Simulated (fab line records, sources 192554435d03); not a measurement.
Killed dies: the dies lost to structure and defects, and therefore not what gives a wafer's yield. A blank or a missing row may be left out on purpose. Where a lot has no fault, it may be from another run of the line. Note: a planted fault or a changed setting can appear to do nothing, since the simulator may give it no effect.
Chamber matching    flow n5 finfet    4 sister chambers for N5_BEOL_M5_ETCH_72 on rie diel-03
The step etches underlayer in N2/H2, target depth 6.5 nm, time 5.2 s. 4 wafers are shown with their chamber, then 8 later ones without.

== WAFERS PAIRED WITH THEIR CHAMBERS ==
wafer   chamber  showerhead plenum p Torr (Torr)
L082.5  3        2.51
L082.6  0        2.54
L088.6  1        2.70
L091.3  2        2.52

== WAFERS WHOSE CHAMBER IS MISSING ==
wafer   showerhead plenum p Torr (Torr)
L091.4  2.70
L091.6  2.70
L092.4  2.53
L092.5  2.51
L092.6  2.70
L090.2  2.51
L090.3  2.50
L090.4  2.53

== EACH ONE'S CHAMBER ==
wafer   from the rows above           in truth
L091.4  1                             1
L091.6  1                             1
L092.4  can't be placed: 2 or 0 or 3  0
L092.5  can't be placed: 3 or 2       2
L092.6  1                             1
L090.2  can't be placed: 3 or 2       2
L090.3  can't be placed: 3 or 2       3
L090.4  can't be placed: 2 or 0 or 3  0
Correct placement for 3 of the 8. Not placeable from these rows: 5 (in 5, the candidates include the true chamber). Placed wrongly: 0.
How it was worked out, from the rows above alone: a wafer's distance from a chamber is the root of the sum, over the readings, of the square of ((its reading less the chamber's mean) divided by the reading's scatter). The wafer belongs to the nearest chamber; if the next one is less than 2 further off, it can't be placed. Each chamber's mean is taken over the wafers shown for it. The scatter: with one shown wafer a chamber, the root of the mean of the squares of how far each hidden wafer lies from its nearest shown one.
